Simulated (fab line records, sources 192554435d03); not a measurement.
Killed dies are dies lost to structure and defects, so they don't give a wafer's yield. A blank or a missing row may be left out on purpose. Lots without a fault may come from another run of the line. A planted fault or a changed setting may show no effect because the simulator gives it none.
Chamber matching | flow n5_finfet | N5_HKMG_FIN_CMP_23 on cmp-01: 4 sister chambers
The step polishes, stops on SiNx, t overpolish 10 s, target thk 46.326 nm. 8 wafers are shown with their chamber, then 10 later ones without.

WAFERS WITH THEIR CHAMBER
wafer  | chamber | motor_current_A (A) | time_to_endpoint_s (s)
L084.6 | 0       | 13.1                | 10.9
L085.1 | 3       | 10.9                | 11.5
L085.2 | 0       | 12.0                | 10.7
L085.3 | 1       | 10.3                | 10.5
L085.5 | 1       | 10.4                | 11.1
L085.6 | 2       | 10.9                | 10.1
L087.2 | 3       | 10.8                | 10.7
L087.3 | 2       | 11.0                | 12.3

WAFERS WITHOUT THEIR CHAMBER
wafer  | motor_current_A (A) | time_to_endpoint_s (s)
L087.6 | 11.2                | 12.3
L089.2 | 12.3                | 11.9
L089.3 | 10.8                | 10.4
L089.6 | 10.6                | 12.5
L091.1 | 10.8                | 12.5
L091.4 | 10.9                | 13.1
L091.6 | 10.5                | 11.8
L093.1 | 10.8                | 11.7
L093.3 | 12.2                | 12.6
L093.4 | 10.6                | 12.9

WHICH CHAMBER EACH WENT THROUGH
wafer  | from the rows above          | in truth
L087.6 | can't be placed: 2 or 3 or 1 | 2
L089.2 | 0                            | 0
L089.3 | can't be placed: 3 or 2 or 1 | 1
L089.6 | can't be placed: 3 or 2 or 1 | 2
L091.1 | can't be placed: 2 or 3 or 1 | 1
L091.4 | can't be placed: 2 or 3 or 1 | 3
L091.6 | can't be placed: 3 or 1 or 2 | 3
L093.1 | can't be placed: 2 or 3 or 1 | 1
L093.3 | can't be placed: 0 or 2 or 3 | 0
L093.4 | can't be placed: 2 or 3 or 1 | 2
Placed correctly: 1 of 10. Can't be placed from these rows: 9 (the true chamber is among the candidates in 9). Placed wrongly: 0.
How it was worked out, from the rows above alone: a wafer's distance from a chamber is the root of the sum, over the readings, of the square of ((its reading less the chamber's mean) divided by the reading's scatter). The wafer belongs to the nearest chamber; if the next one is less than 2 further off, it can't be placed. A chamber's mean is the mean of its shown wafers. The scatter: the root of (the sum of the squares of (reading less its chamber's mean) over the shown wafers, divided by (wafers less chambers)).
